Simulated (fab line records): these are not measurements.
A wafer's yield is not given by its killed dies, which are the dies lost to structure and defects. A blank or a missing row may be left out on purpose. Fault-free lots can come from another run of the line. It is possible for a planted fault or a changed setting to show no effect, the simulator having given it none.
Struck lot and sound lot, side by side + flow nand harc + 17 steps out of a route of 1302
Sound: wafers L117.2, L117.5, L117.6. Struck: wafer L136.1 (left out: L136.5, a lot-mate that was not struck); the cause follows at the end.
Each step with rows lists, per side, the tool, then ch with its chambers, then its first start. Under that, the readings that differ: sound wafers + struck wafers + difference of the means + sigmas: that difference in standard deviations of wafers without a fault.
alike: a reading whose means differ by less than 2 such deviations, as well as words and numbers matching on both sides. not compared: withheld readings; readings where some wafer has no value; bounds like >300 that might hide an equal value; numbers whose values overlap and for which the record gives no deviation.
Wherever a step has rows on one side only, a row that says differs or no value, or a row with sigmas, the two part there. When numbers do not overlap yet have no deviation, they are printed without sigmas and do not part them. Lack of a reading on every wafer of one side parts them only where that side has two or more wafers.

NHARC_A_SGD_CUT_CD_MEAS_09: target cd 100 nm.
  sound on cd sem-02 ch 0, day 19 21:19; struck on cd sem-03 ch 0, day 28 00:00
  alike: cd nm
NHARC_A_SGD_CUT_OVL_MEAS_10:
  sound: overlay-02 at day 19 21:24; struck: overlay-01 at day 28 00:05
  alike: overlay x nm, overlay y nm
NHARC_A_SGD_CUT_INSPECT_11:
  sound: defect inspect-01 at day 19 21:26; struck: defect inspect-01 at day 28 00:07
  alike: raw defect count
NHARC_A_SGD_CUT_DESCUM_14: chemistry O2, time 3 s.
  sound on rie diel-01 ch 1,3, day 19 21:31; struck on rie diel-01 ch 1, day 28 00:13
  alike: drypump motor current A, oes product au, rf vpp V, showerhead plenum p Torr, throttle valve pct
  not compared: rf hours counter h
then, 2 steps without rows for these wafers: NHARC_A_SGD_CUT_ETCH_58 (etches the open film in CF4, target depth 39 nm, time 65 s); NHARC_A_SGD_CUT_ETCH_59 (etches the open film in N2/H2, target depth 260 nm, time 406.25 s).
NHARC_A_SGD_CUT_ETCH_15: etches the open film in CH3F/O2, target depth 75 nm, time 64.3 s.
  sound on rie diel-01 ch 1,3; struck on rie diel-01 ch 2
| reading                         | sound             | struck | difference | sigmas |
|---------------------------------|-------------------|--------|------------|--------|
| rf fwd power W (W)              | 494.3 493.3 491.7 | 497.3  | +4.2       | +2     |
| rf vpp V (V)                    | 266.0 263.9 265.8 | 262.1  | -3.1       | -2     |
| showerhead plenum p Torr (Torr) | 2.60 2.47 2.60    | 2.32   | -0.24      | -3     |
  alike: drypump motor current A, oes product au, throttle valve pct
  not compared: rf hours counter h
NHARC_A_SGD_CUT_ETCH_16: etches the open film in C4F8/O2/Ar, target depth 310.5 nm, time 155.2 s.
  sound on rie diel-01 ch 2,3; struck on rie diel-01 ch 2
| reading      | sound       | struck | difference | sigmas |
|--------------|-------------|--------|------------|--------|
| rf vpp V (V) | 729 728 719 | 717    | -8         | -2     |
  alike: oes product au, rf fwd power W
  not compared: rf hours counter h
then, 1 step without rows for these wafers: NHARC_A_SGD_CUT_STRIP_60 (strips in C4F8/O2/Ar).
NHARC_A_SGD_CUT_STRIP_17: strips in O2.
  sound on rie diel-01 ch 1,3; struck on rie diel-01 ch 2
| reading                         | sound          | struck | difference | sigmas |
|---------------------------------|----------------|--------|------------|--------|
| showerhead plenum p Torr (Torr) | 3.54 3.72 3.54 | 3.34   | -0.26      | -2     |
  alike: drypump motor current A, oes product au, rf vpp V, throttle valve pct
  not compared: rf hours counter h
then, 2 steps without rows for these wafers: NHARC_A_SGD_CUT_PRECLEAN_18 (cleans in SC1); NHARC_A_SGD_CUT_SRD_19.
NHARC_A_SGD_CUT_DEP_20: deposits SiO2, target thk 150 nm.
  sound on fcvd-01 ch 0,1, day 19 22:57; struck on fcvd-01 ch 0,1, day 28 01:20
then, 1 step without rows for these wafers: NHARC_A_SGD_CUT_ANNEAL_27 (time 1800 s).
NHARC_A_SGD_CUT_CMP_21: polishes, target thk 148.19 nm.
  sound on cmp-02 ch 0,1,2, day 20 03:24; struck on cmp-04 ch 0, day 28 05:03
| reading                | sound    | struck | difference | sigmas |
|------------------------|----------|--------|------------|--------|
| time to endpoint s (s) | 53 52 48 | 42     | -9         | -3     |
  alike: motor current A
NHARC_A_SGD_CUT_THK_MEAS_22: measures by ellipsometry.
  sound: film metro-01 at day 20 03:35; struck: film metro-02 at day 28 05:15
| reading     | sound             | struck | difference | sigmas |
|-------------|-------------------|--------|------------|--------|
| thk nm (nm) | 150.3 146.6 147.9 | 141.4  | -6.9       | -5     |
after that, 1 step had no rows for these wafers: NHARC_A_SGD_CUT_SRD_23.

## WHERE THEY PART
At NHARC_A_SGD_CUT_ETCH_15 first; at NHARC_A_SGD_CUT_THK_MEAS_22 last (within this record only).

WHY: what the simulator had put in
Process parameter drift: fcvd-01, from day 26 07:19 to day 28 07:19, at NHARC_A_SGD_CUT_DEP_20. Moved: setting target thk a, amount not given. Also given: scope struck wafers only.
